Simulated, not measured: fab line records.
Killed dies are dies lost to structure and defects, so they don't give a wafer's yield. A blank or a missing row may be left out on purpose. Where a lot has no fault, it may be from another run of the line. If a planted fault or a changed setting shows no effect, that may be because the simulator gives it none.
fab line records ; flow n5Finfet
record: lots: 11; wafers: 33; lastDay: 18
route steps=1938 shown BEOL_M7@1329 PASSIVATION@1910
lots that met no fault: from a run of the same line without faults
startH: hours from the record's first day to the start of the lot's first wafer shown ; waitH: hours since the lot's step before ; " identical to the entry in the row above ; L1.1+2: a row that stands for several wafers ; - no value, or no start was given ; * or withheld: withheld ; < > ~ a bound
route shown NAME@n: names a module that has steps shown in the file, with the first one's number in the route ; usual: mean/standard deviation of fault-free wafers ; same: alike in all rows ; chamber/n: place in a boat ; sites: each site's reading ; _std_site: standard deviation across them ; _edge_site: mean of outer sites minus mean of inner sites ; radiusMm: for every site, how far away it sits from the centre of the wafer ; mask NAME#n: copy n ; behind: the most recent tool/chamber to have shaped the wafer ; hold: cause of the lot's hold/its duration in hours/its outcome ; device: names the non-switching transistor (n, p or np) ; end of line: the route-end tests of the same wafers ; a step with no rows: only its recipe ; killed: dies lost to structure and defects at the first sort, not the wafer's yield ; map: shows each die of a wafer: x if killed, . if not, _ if none is there
set.NAME: the setting that was run; set.NAME@STEP: the one run at that earlier step ; model.NAME: the simulator's own value behind a step, which no gauge read
a sample of lots followed through the steps of the route, with each step as a table and each wafer as a row
services: when a tool's chamber went out of use (startH, in hours from the record's first day, below 0 if earlier), for how many hours, and the reason
== steps ==
step: N5_BEOL_M7_DEP_56
recipe: material: SiCN; targetThkA: 100; tempC: withheld; precursor: 3MS/NH3; pressureTorr: 3; rfW: 202; timeS: 17.5
usual: showerheadPlenumPTorr: 3.664/0.01; throttleValvePct: 8.9/0.47
lot.wafer;tool;chamber;startH;waitH;showerheadPlenumPTorr;throttleValvePct
L641.4;pecvd-04;0;212.49;0.0;3.661;8.7
L641.5;pecvd-04;2;212.49;0.0;3.655;8.4
L641.6;pecvd-04;1;212.49;0.0;3.668;9.2
L642.1;pecvd-01;2;231.97;0.0;3.665;8.0
L642.2;pecvd-01;1;231.97;0.0;3.653;9.4
L642.4;pecvd-01;2;231.97;0.0;3.666;8.2
L647.1;pecvd-01;0;248.60;0.0;3.667;8.8
L647.2;pecvd-01;2;248.60;0.0;3.665;8.2
L647.6;pecvd-01;2;248.60;0.0;3.676;8.1
L648.1;pecvd-04;1;256.84;0.0;3.675;9.1
L648.3;pecvd-04;0;256.84;0.0;3.666;8.7
L648.4;pecvd-04;1;256.84;0.0;3.669;9.0
L646.2;pecvd-04;2;269.01;0.0;3.657;8.3
L646.3;pecvd-04;0;269.01;0.0;3.655;8.8
L646.6;pecvd-04;1;269.01;0.0;3.674;9.3
L649.2;pecvd-02;0;274.40;0.0;3.686;9.3
L649.3;pecvd-02;1;274.40;0.0;3.659;9.9
L649.4;pecvd-02;2;274.40;0.0;3.655;8.9
L650.1;pecvd-01;2;277.17;0.0;3.663;8.2
L650.4;pecvd-01;1;277.17;0.0;3.653;9.3
L650.6;pecvd-01;0;277.17;0.0;3.674;8.9
L652.4;pecvd-02;0;301.45;0.0;3.684;9.0
L652.5;pecvd-02;2;301.45;0.0;3.659;9.0
L652.6;pecvd-02;1;301.45;0.0;3.675;9.8
L658.4;pecvd-02;2;315.71;0.0;3.650;8.7
L658.5;pecvd-02;1;315.71;0.0;3.671;9.9
L658.6;pecvd-02;0;315.71;0.0;3.683;9.0
L657.2;pecvd-01;1;333.20;0.0;3.658;9.3
L657.3;pecvd-01;0;333.20;0.0;3.666;8.5
L657.4;pecvd-01;2;333.20;0.0;3.670;8.3
L662.2;pecvd-04;1;338.32;0.0;3.673;9.0
L662.3;pecvd-04;2;338.32;0.0;3.650;8.6
L662.6;pecvd-04;2;338.32;0.0;3.653;8.3
step: N5_PASSIVATION_ETCH_59
recipe: chemistry: Cl2/BCl3; target: TaN; targetDepthA: 650; timeS: 34.9; ionEnergyEv: 100; pressureMtorr: 10; icpW: 900; biasW: 100; Cl2_flow_sccm: 60; bcl3FlowSccm: 30
usual: drypumpMotorCurrentA: 5.6/0.45; oesProductAu: 0.75/0.073; throttleValvePct: 21.15/0.098
lot.wafer;tool;chamber;startH;waitH;drypumpMotorCurrentA;oesProductAu;rfHoursCounterH;throttleValvePct
L641.4;rieMetal-01;1;298.44;0.2;6.6;0.70;-;21.26
L641.5;rieMetal-01;1;298.44;0.2;6.5;0.71;-;21.25
L641.6;rieMetal-01;0;298.44;0.2;5.4;0.87;-;21.07
L642.1;rieMetal-03;1;313.15;0.3;5.5;0.76;53;21.07
L642.2;rieMetal-03;0;313.15;0.3;5.0;0.67;88;21.25
L642.4;rieMetal-03;1;313.15;0.3;5.5;0.75;-;21.09
L647.1;rieMetal-01;1;318.15;0.3;6.5;0.70;74;21.26
L647.2;rieMetal-01;0;318.15;0.3;5.4;0.86;24;21.08
L647.6;rieMetal-01;1;318.15;0.3;6.5;0.70;-;21.27
L648.1;rieMetal-03;1;327.84;0.3;5.5;0.76;55;21.09
L648.3;rieMetal-03;0;327.84;0.3;5.0;0.67;-;21.25
L648.4;rieMetal-03;1;327.84;0.3;5.5;0.75;-;21.07
L650.1;rieMetal-03;1;342.92;0.3;5.5;0.76;56;21.08
L650.4;rieMetal-03;0;342.92;0.3;5.0;0.66;-;21.25
L650.6;rieMetal-03;1;342.92;0.3;5.5;0.75;-;21.07
L646.2;rieMetal-02;1;343.26;0.3;5.5;0.84;18;20.97
L646.3;rieMetal-02;1;343.26;0.3;5.5;0.84;-;20.99
L646.6;rieMetal-02;1;343.26;0.3;5.5;0.84;-;20.99
L649.2;rieMetal-03;0;343.73;0.3;5.0;0.66;92;21.26
L649.3;rieMetal-03;0;343.73;0.3;5.1;0.66;-;21.26
L649.4;rieMetal-03;1;343.73;0.3;5.5;0.75;-;21.10
L652.4;rieMetal-02;1;372.41;0.2;5.5;0.84;-;20.97
L652.5;rieMetal-02;1;372.41;0.2;5.5;0.84;-;20.96
L652.6;rieMetal-02;0;372.41;0.2;5.5;0.71;-;21.19
L658.4;rieMetal-03;1;384.48;0.2;5.5;0.74;-;21.11
L658.5;rieMetal-03;0;384.48;0.2;5.0;0.65;-;21.25
L658.6;rieMetal-03;1;384.48;0.2;5.5;0.74;-;21.10
L657.2;rieMetal-02;0;409.31;0.3;5.5;0.71;72;21.17
L657.3;rieMetal-02;1;409.31;0.3;5.5;0.82;-;20.99
L657.4;rieMetal-02;0;409.31;0.3;5.5;0.70;-;21.21
L662.2;rieMetal-02;1;415.09;0.3;5.5;0.81;25;21.01
L662.3;rieMetal-02;1;415.09;0.3;5.5;0.82;-;21.01
L662.6;rieMetal-02;1;415.09;0.3;5.5;0.81;-;21.00
step: N5_PASSIVATION_INSPECT_67
recipe: mode: adi; inspectInstrument: macro
usual: rawDefectCount: 2.0/1.3
lot.wafer;tool;chamber;startH;waitH;rawDefectCount
L641.4;defectInspect-01;-;299.76;0.0;4
L641.5;defectInspect-01;-;299.76;0.0;3
L641.6;defectInspect-01;-;299.76;0.0;3
L642.1;defectInspect-02;-;314.60;0.0;3
L642.2;defectInspect-02;-;314.60;0.0;4
L642.4;defectInspect-02;-;314.60;0.0;1
L647.1;defectInspect-02;-;319.38;0.0;4
L647.2;defectInspect-02;-;319.38;0.0;2
L647.6;defectInspect-02;-;319.38;0.0;2
L648.1;defectInspect-02;-;329.21;0.0;1
L648.3;defectInspect-02;-;329.21;0.0;2
L648.4;defectInspect-02;-;329.21;0.0;2
L650.1;defectInspect-02;-;344.42;0.0;1
L650.4;defectInspect-02;-;344.42;0.0;3
L650.6;defectInspect-02;-;344.42;0.0;3
L646.2;defectInspect-02;-;344.52;0.0;2
L646.3;defectInspect-02;-;344.52;0.0;2
L646.6;defectInspect-02;-;344.52;0.0;1
L649.2;defectInspect-01;-;345.11;0.0;3
L649.3;defectInspect-01;-;345.11;0.0;1
L649.4;defectInspect-01;-;345.11;0.0;3
L652.4;defectInspect-01;-;373.59;0.0;2
L652.5;defectInspect-01;-;373.59;0.0;2
L652.6;defectInspect-01;-;373.59;0.0;2
L658.4;defectInspect-01;-;385.81;0.0;2
L658.5;defectInspect-01;-;385.81;0.0;2
L658.6;defectInspect-01;-;385.81;0.0;1
L657.2;defectInspect-01;-;410.73;0.0;3
L657.3;defectInspect-01;-;410.73;0.0;2
L657.4;defectInspect-01;-;410.73;0.0;2
L662.2;defectInspect-01;-;416.58;0.3;3
L662.3;defectInspect-01;-;416.58;0.3;2
L662.6;defectInspect-01;-;416.58;0.3;4
step: N5_PASSIVATION_DESCUM_46
recipe: chemistry: O2; timeS: 7.9; sourcePowerW: 50; biasPowerW: 20; pressureMtorr: 20; rfFrequencyHz: 2.712e+07; tempC: 40; o2FlowSccm: 225
usual: drypumpMotorCurrentA: 5.9/0.48; oesProductAu: 0.83/0.055; rfVppV: 243.7/1.2; showerheadPlenumPTorr: 2.13/0.056; throttleValvePct: 20.33/0.14
lot.wafer;tool;chamber;startH;waitH;drypumpMotorCurrentA;oesProductAu;rfHoursCounterH;rfVppV;showerheadPlenumPTorr;throttleValvePct
L641.4;rieDiel-01;3;299.79;0.0;6.0;0.73;182;243.1;2.09;20.47
L641.5;rieDiel-01;2;299.79;0.0;5.1;0.89;-;243.5;2.14;20.34
L641.6;rieDiel-01;3;299.79;0.0;6.0;0.73;-;243.4;2.09;20.47
L642.1;rieDiel-03;3;314.64;0.0;5.5;0.91;24;244.1;2.13;20.19
L642.2;rieDiel-03;0;314.64;0.0;5.6;0.86;61;244.5;2.12;20.29
L642.4;rieDiel-03;1;314.64;0.0;5.8;0.87;-;244.9;2.21;20.18
L647.1;rieDiel-02;0;319.41;0.0;5.3;0.86;55;242.7;2.12;20.58
L647.2;rieDiel-02;3;319.41;0.0;6.7;0.98;2;243.3;2.06;20.41
L647.6;rieDiel-02;0;319.41;0.0;5.3;0.86;-;244.7;2.12;20.58
L648.1;rieDiel-02;0;329.25;0.0;5.3;0.85;59;244.4;2.12;20.59
L648.3;rieDiel-02;2;329.25;0.0;6.3;0.80;123;244.7;2.19;20.35
L648.4;rieDiel-02;1;329.25;0.0;6.2;0.87;37;241.4;2.04;20.22
L650.1;rieDiel-01;1;344.46;0.0;5.9;0.80;80;242.7;2.21;20.08
L650.4;rieDiel-01;0;344.46;0.0;5.5;0.84;63;243.1;2.12;20.23
L650.6;rieDiel-01;1;344.46;0.0;5.9;0.81;-;244.9;2.21;20.07
L646.2;rieDiel-03;3;344.64;0.1;5.5;0.89;37;243.1;2.12;20.22
L646.3;rieDiel-03;0;344.64;0.1;5.6;0.84;74;244.0;2.12;20.31
L646.6;rieDiel-03;1;344.64;0.1;5.8;0.84;-;245.2;2.20;20.18
L649.2;rieDiel-02;2;345.17;0.1;6.3;0.79;128;244.2;2.19;20.36
L649.3;rieDiel-02;0;345.17;0.1;5.3;0.85;64;244.2;2.12;20.57
L649.4;rieDiel-02;3;345.17;0.1;6.7;0.93;11;241.0;2.06;20.42
L652.4;rieDiel-02;3;373.74;0.1;6.7;0.92;-;242.1;2.05;20.43
L652.5;rieDiel-02;2;373.74;0.1;6.2;0.78;-;245.5;2.19;20.36
L652.6;rieDiel-02;3;373.74;0.1;6.7;0.91;-;242.4;2.05;20.42
L658.4;rieDiel-03;3;385.86;0.0;5.5;0.85;-;242.9;2.12;20.24
L658.5;rieDiel-03;1;385.86;0.0;5.8;0.81;-;245.3;2.20;20.21
L658.6;rieDiel-03;2;385.86;0.0;6.6;0.78;-;244.6;2.19;20.41
L657.2;rieDiel-03;2;410.76;0.0;6.6;0.77;135;245.2;2.18;20.42
L657.3;rieDiel-03;0;410.76;0.0;5.6;0.83;83;243.4;2.11;20.35
L657.4;rieDiel-03;3;410.76;0.0;5.5;0.84;64;244.5;2.11;20.27
L662.2;rieDiel-02;2;416.70;0.1;6.2;0.77;154;245.1;2.18;20.38
L662.3;rieDiel-02;1;416.70;0.1;6.3;0.84;65;242.8;2.03;20.24
L662.6;rieDiel-02;1;416.70;0.1;6.3;0.84;-;243.3;2.03;20.26
step: N5_PASSIVATION_PROBE_49
usual: defectLimitedYield: 91.0/1.6; killed_at_M0_to_M3: 35/11; killed_at_M4_up: 14/5.1; killedAtContacts: 12/6.6; killedAtFrontEnd: 41/12; killedAtOther: 4/3; killedDies: 107/19; killedOnRim: 14/4.6; killedOpen: 70/15; killedShort: 35/8.5; sort_bin_5_function: 5.3/1; sort_bin_6_memory: 3.4/0.73; sortNPass: 1073/19; sortYieldPct: 91.0/1.6
same: grossDies: 1180; killedAtBackSide: 0; sort_bin_4_leakage[%]: 0; sort_bin_8_speed[%]: 0
lot.wafer;tool;chamber;startH;waitH;defectLimitedYield[%];killed_at_M0_to_M3;killed_at_M4_up;killedAtContacts;killedAtFrontEnd;killedAtOther;killedDies;killedOnRim;killedOpen;killedShort;sort_bin_5_function[%];sort_bin_6_memory[%];sortNPass;sortYieldPct[%]
L642.1;prober-01;-;317.68;0.0;87.1;42;17;6;81;6;152;23;82;66;8.1;4.2;1028;87.1
L642.2;prober-01;-;317.73;0.1;90.1;24;20;17;52;4;117;21;77;38;5.4;4.0;1063;90.1
L642.4;prober-01;-;317.83;0.2;88.9;45;22;12;46;6;131;22;86;41;5.8;4.8;1049;88.9
L650.1;prober-01;-;347.51;0.0;91.4;49;15;4;25;8;101;13;70;31;4.7;3.6;1079;91.4
L650.4;prober-01;-;347.66;0.2;88.7;54;5;16;48;10;133;21;75;53;6.4;4.2;1047;88.7
L650.6;prober-01;-;347.76;0.3;91.5;58;5;5;27;5;100;13;64;35;5.0;3.2;1080;91.5
L646.2;prober-02;-;347.73;0.1;93.7;22;11;6;26;9;74;12;43;28;4.3;1.9;1106;93.7
L646.3;prober-02;-;347.78;0.1;90.5;30;27;13;36;6;112;18;74;33;5.6;3.6;1068;90.5
L646.6;prober-02;-;347.93;0.3;92.1;27;18;9;37;2;93;12;58;26;5.2;2.5;1087;92.1
L652.4;prober-02;-;377.21;0.2;92.3;35;13;10;33;0;91;13;63;25;4.8;2.5;1089;92.3
L652.5;prober-02;-;377.26;0.2;91.1;29;8;20;45;3;105;13;80;25;5.5;3.1;1075;91.1
L658.4;prober-02;-;389.06;0.2;90.3;38;8;6;50;13;115;16;60;54;6.4;2.9;1065;90.3
L658.5;prober-02;-;389.11;0.2;91.5;38;6;8;42;6;100;14;60;40;4.3;3.7;1080;91.5
L657.2;prober-01;-;413.85;0.1;90.8;43;30;5;28;3;109;30;62;29;4.7;2.9;1071;90.8
L657.3;prober-01;-;413.90;0.1;89.4;31;29;17;44;4;125;29;69;37;5.3;3.3;1055;89.4
L657.4;prober-01;-;413.95;0.2;91.6;36;30;9;22;2;99;26;47;33;4.2;2.4;1081;91.6
killed by level:class
L642.1 STI_FIN_REVEAL:geometricParticle:open=21 BEOL_M0_SAQP:geometricParticle:short=20 FIN_SAQP:geometricParticle:open=12 GATE_CUT:geometricParticle:short=12 FIN_SAQP:geometricParticle:short=11 BEOL_M0_SAQP:geometricParticle:open=11 STI_FIN_REVEAL:geometricParticle:short=6 BEOL_M1:geometricParticle:open=5
L642.2 MOL_CONTACT_COAG:geometricParticle:open=16 FIN_SAQP:geometricParticle:short=12 FIN_SAQP:geometricParticle:open=10 GATE_CUT:geometricParticle:short=7 BEOL_M7:geometricParticle:open=6 DUMMY_GATE:geometricParticle:open=5 BEOL_M4:geometricParticle:open=5 BEOL_M2:geometricParticle:open=5
L642.4 BEOL_M0_SAQP:geometricParticle:short=17 FIN_SAQP:geometricParticle:open=16 BEOL_M0_SAQP:geometricParticle:open=11 MOL_CONTACT_COAG:geometricParticle:open=9 FIN_SAQP:geometricParticle:short=7 BEOL_M4:geometricParticle:open=7 STARTING-WAFER:geometricParticle:open=6 BEOL_M1:geometricParticle:open=5
L650.1 BEOL_M0_SAQP:geometricParticle:open=14 BEOL_M1:geometricParticle:open=8 BEOL_M3:geometricParticle:open=8 BEOL_M0_SAQP:geometricParticle:short=7 BEOL_M5:geometricParticle:open=7 GATE_CUT:geometricParticle:open=4 MOL_CONTACT_COAG:geometricParticle:open=4 STI_FIN_REVEAL:geometricParticle:open=3
L650.4 BEOL_M0_SAQP:geometricParticle:open=22 BEOL_M0_SAQP:geometricParticle:short=16 MOL_CONTACT_COAG:geometricParticle:open=12 FIN_SAQP:geometricParticle:open=8 GATE_CUT:geometricParticle:short=8 BEOL_M3:geometricParticle:open=8 STI_FIN_REVEAL:geometricParticle:open=6 HKMG_FIN:areaEtch=5
L646.2 STI_FIN_REVEAL:geometricParticle:open=10 BEOL_M2:geometricParticle:open=7 BEOL_M3:geometricParticle:open=5 FIN_SAQP:geometricParticle:open=4 BEOL_M0:geometricParticle:short=4 PAD_METAL:geometricParticle:open=4 PAD_METAL:geometricParticle:short=4 FIN_SAQP:geometricParticle:short=3
L650.6 BEOL_M1:geometricParticle:open=18 BEOL_M0_SAQP:geometricParticle:short=17 BEOL_M0_SAQP:geometricParticle:open=13 STARTING-WAFER:geometricParticle:open=5 FIN_SAQP:geometricParticle:open=4 STI_FIN_REVEAL:geometricParticle:open=4 MOL_CONTACT_COAG:geometricParticle:open=4 BEOL_M3:geometricParticle:open=4
L646.3 STI_FIN_REVEAL:geometricParticle:open=19 MOL_CONTACT_COAG:geometricParticle:open=9 BEOL_M2:geometricParticle:open=7 BEOL_M1:geometricParticle:open=6 BEOL_M5:geometricParticle:open=6 FIN_SAQP:geometricParticle:short=4 BEOL_M0_SAQP:geometricParticle:open=4 BEOL_M0_SAQP:geometricParticle:short=4
L646.6 STI_FIN_REVEAL:geometricParticle:open=12 MOL_CONTACT_COAG:geometricParticle:open=7 BEOL_M0_SAQP:geometricParticle:open=6 BEOL_M2:geometricParticle:open=6 BEOL_M6:geometricParticle:open=5 BEOL_M1:geometricParticle:open=4 BEOL_M3:geometricParticle:open=4 BEOL_M4:geometricParticle:open=4
L652.4 BEOL_M0_SAQP:geometricParticle:open=14 MOL_CONTACT_COAG:geometricParticle:open=9 BEOL_M8:geometricParticle:open=7 FIN_SAQP:geometricParticle:open=6 BEOL_M0_SAQP:geometricParticle:short=6 DUMMY_GATE:geometricParticle:open=5 BEOL_M2:geometricParticle:open=5 STI_FIN_REVEAL:geometricParticle:open=4
L652.5 MOL_CONTACT_COAG:geometricParticle:open=18 STI_FIN_REVEAL:geometricParticle:open=16 FIN_SAQP:geometricParticle:open=9 BEOL_M0_SAQP:geometricParticle:open=9 BEOL_M2:geometricParticle:open=6 FIN_SAQP:geometricParticle:short=5 DUMMY_GATE:geometricParticle:open=5 BEOL_M0_SAQP:geometricParticle:short=4
L658.4 BEOL_M0_SAQP:geometricParticle:short=17 FIN_SAQP:geometricParticle:short=16 STI_FIN_REVEAL:geometricParticle:open=8 BEOL_M0_SAQP:geometricParticle:open=8 FIN_SAQP:geometricParticle:open=6 MOL_CONTACT_COAG:geometricParticle:open=5 BEOL_M1:geometricParticle:open=5 MIM_TOP:geometricParticle:open=5
L658.5 BEOL_M0_SAQP:geometricParticle:short=13 FIN_SAQP:geometricParticle:short=11 BEOL_M0_SAQP:geometricParticle:open=11 FIN_SAQP:geometricParticle:open=8 MOL_CONTACT_COAG:geometricParticle:open=7 ILD0:geometricParticle:open=6 BEOL_M1:geometricParticle:open=6 BEOL_M3:geometricParticle:open=6
L657.2 BEOL_M7:areaDep=17 BEOL_M1:geometricParticle:open=10 BEOL_M0_SAQP:geometricParticle:open=8 BEOL_M0:geometricParticle:short=7 MOL_CONTACT_COAG:geometricParticle:open=5 FIN_SAQP:geometricParticle:short=4 STI_FIN_REVEAL:geometricParticle:open=4 DUMMY_GATE:geometricParticle:open=4
L657.3 BEOL_M7:areaDep=18 MOL_CONTACT_COAG:geometricParticle:open=14 BEOL_M0_SAQP:geometricParticle:short=10 BEOL_M2:geometricParticle:open=10 FIN_SAQP:geometricParticle:open=9 FIN_SAQP:geometricParticle:short=8 STI_FIN_REVEAL:geometricParticle:open=7 DUMMY_GATE:geometricParticle:open=6
L657.4 BEOL_M7:areaDep=19 BEOL_M0_SAQP:geometricParticle:open=9 FIN_SAQP:geometricParticle:short=8 BEOL_M0_SAQP:geometricParticle:short=8 MOL_CONTACT_COAG:geometricParticle:open=7 BEOL_M4:geometricParticle:open=7 BEOL_M2:geometricParticle:open=6 BEOL_M3:geometricParticle:open=6
== services ==
tool;chamber;startH;hours;kind
pecvd-04;-;205.06;2.8;pm
pecvd-02;-;217.60;2.5;repair
rieDiel-02;-;218.99;14.6;pm
pecvd-01;-;231.21;0.4;repair
rieDiel-02;-;234.48;0.7;repair
rieDiel-02;0;239.33;8.8;repair
pecvd-01;-;241.99;0.7;repair
pecvd-01;1;247.33;8.2;repair
rieDiel-02;1;249.04;33.4;repair
rieMetal-02;-;251.38;1.4;pm
pecvd-04;-;251.81;1.5;repair
rieMetal-03;1;252.41;7.4;repair
pecvd-01;2;257.10;2.0;repair
rieDiel-02;-;277.48;10.0;pm
rieDiel-02;2;303.68;2.6;repair
pecvd-01;1;309.99;16.9;repair
rieDiel-03;2;311.50;17.1;repair
pecvd-04;0;328.19;19.8;repair
pecvd-04;2;349.28;2.9;repair
rieDiel-03;0;351.69;40.6;repair
rieDiel-03;2;353.13;5.5;repair
pecvd-04;-;359.94;3.2;repair
rieDiel-02;0;367.96;9.2;repair
rieDiel-03;2;400.10;3.9;repair
== key ==
firstSign: step: N5_PASSIVATION_PROBE_49; reading: killed_at_M4_up; direction: up; sigmas: 3.2; usual: 14; struck: 30
effect: step: N5_PASSIVATION_PROBE_49; reading: killedOnRim; direction: up; sigmas: 3.2; usual: 14; struck: 28
metAt N5_BEOL_M7_DEP_56
struckLots L657
notActingAt N5_PASSIVATION_ETCH_59,N5_PASSIVATION_INSPECT_67,N5_PASSIVATION_DESCUM_46
onsetBetween 277.17 333.20
fault: kind: siteProfileDrift; tool: pecvd-01; chamber: -; onsetH: 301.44; steps: N5_BEOL_M7_DEP_56; basis: fraction; maxAbsDrift: 0.53825; slopeSharePerHr: 119.61; sitePattern: 0,0,0,0,0,-1,-1,-1,-1
